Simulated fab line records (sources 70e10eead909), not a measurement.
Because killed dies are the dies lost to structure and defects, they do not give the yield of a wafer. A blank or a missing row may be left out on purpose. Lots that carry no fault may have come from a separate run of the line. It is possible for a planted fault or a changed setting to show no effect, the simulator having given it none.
Code-filled problem report in 8D (eight disciplines) form	flow nandHarc	the parts of the form that need people (team, actions taken, sign-off) are left out

== 1. WHAT WENT WRONG ==
NHARC_A_M0_ETCH_34, runLengthS: mean 54.4 s over 1 wafer from 1 lot; wafers with no fault: 65.6 s, standard deviation 0.42. Relative to the usual mean, that is a shift of -27 standard deviations.
The step: etches the open film in N2/H2, target depth 40 nm, overetch 12 nm, time 43.94 s.
Earliest sighting: wafer L646.6 on rieDiel-12 at day 28 09:56. The record has a number at this step for 30 wafers belonging to 10 lots. Rule for "out" (also "out of limits"): further than 4 standard deviations from the usual mean. Any other wafer with a number is counted as sound.

== 2. WHAT THIS IS AND IS NOT ==
question	is	is not
which readings at this step	runLengthS	drypumpMotorCurrentA, h2FlowSccm, oesProductAu, rfVppV, showerheadPlenumPTorr, throttleValvePct
which lots	L646	L636, L637, L639, L642, L643, L644, L645, L655, L656
which wafers of those lots	L646.6	L646.2, L646.4
read on which tools	rieDiel-12	rieDiel-01, rieDiel-09
when	from day 28 09:56	up to then (23 sound wafers); but 6 sound wafers of L655, L656 came after

== 3. WHAT RULES OUT EACH SUSPECT ==
Counting: any tool at a process step up to the reading remains a suspect provided it ran every lot that is out. Sound lots after the first of them don't rule it out here, since some wafers of a struck lot are sound.
- pvdSputter-02 at NHARC_A_BLC_DEGAS_30 (time 60 s): kept. It processed L646, the lot that is out, at day 28 07:22, and its most recent sound lot before then was L644 at day 27 09:50.
- rieDiel-12 at NHARC_A_M0_DESCUM_14 (chemistry O2, time 3 s): kept. It processed L646, the lot that is out, at day 28 09:50, and its most recent sound lot before then was L643 at day 27 21:41.
- rieDiel-12 at NHARC_A_M0_ETCH_34 (etches the open film in N2/H2, target depth 40 nm, overetch 12 nm, time 43.94 s): kept. It processed L646, the lot that is out, at day 28 09:56, and its most recent sound lot before then was L643 at day 27 21:46. Its own readings are out on those wafers: runLengthS.
- Within rieDiel-12 at NHARC_A_M0_ETCH_34: the wafers that are out ran in chamber 1; their sound lot-mates ran in chambers 0, 3.
After the count, these remain: pvdSputter-02 at NHARC_A_BLC_DEGAS_30, rieDiel-12 at NHARC_A_M0_DESCUM_14 and rieDiel-12 at NHARC_A_M0_ETCH_34.

== 4. THE CAUSE (what the simulator had put in) ==
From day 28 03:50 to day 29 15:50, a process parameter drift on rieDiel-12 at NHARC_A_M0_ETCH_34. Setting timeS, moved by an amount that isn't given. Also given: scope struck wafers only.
Counting left 3 suspects, and this tool is among them.

== 5. THE CHAIN OF EFFECTS, in route order ==
Each row: a reading where the mean over the struck wafers with a number is more than 3 standard deviations away from the usual. Only readings whose record carries a usual standard deviation are examined. hours: median over the lots of the time between each lot's start at the first step of this table that gives one and its start at this step. sigmas: the change, counted in usual standard deviations.
hours	step	reading	usual	on struck wafers	change	sigmas
0	NHARC_A_M0_ETCH_34	runLengthS	65.6 s	54.4	-11.2	-27
Here are the process steps it includes:
- NHARC_A_M0_ETCH_34: etches the open film in N2/H2, target depth 40 nm, overetch 12 nm, time 43.94 s.

== 6. HOW IT WOULD HAVE BEEN CAUGHT EARLIER ==
The fault began at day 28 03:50; the first out-of-limits reading in this record came at day 28 09:56, 6 hours later.
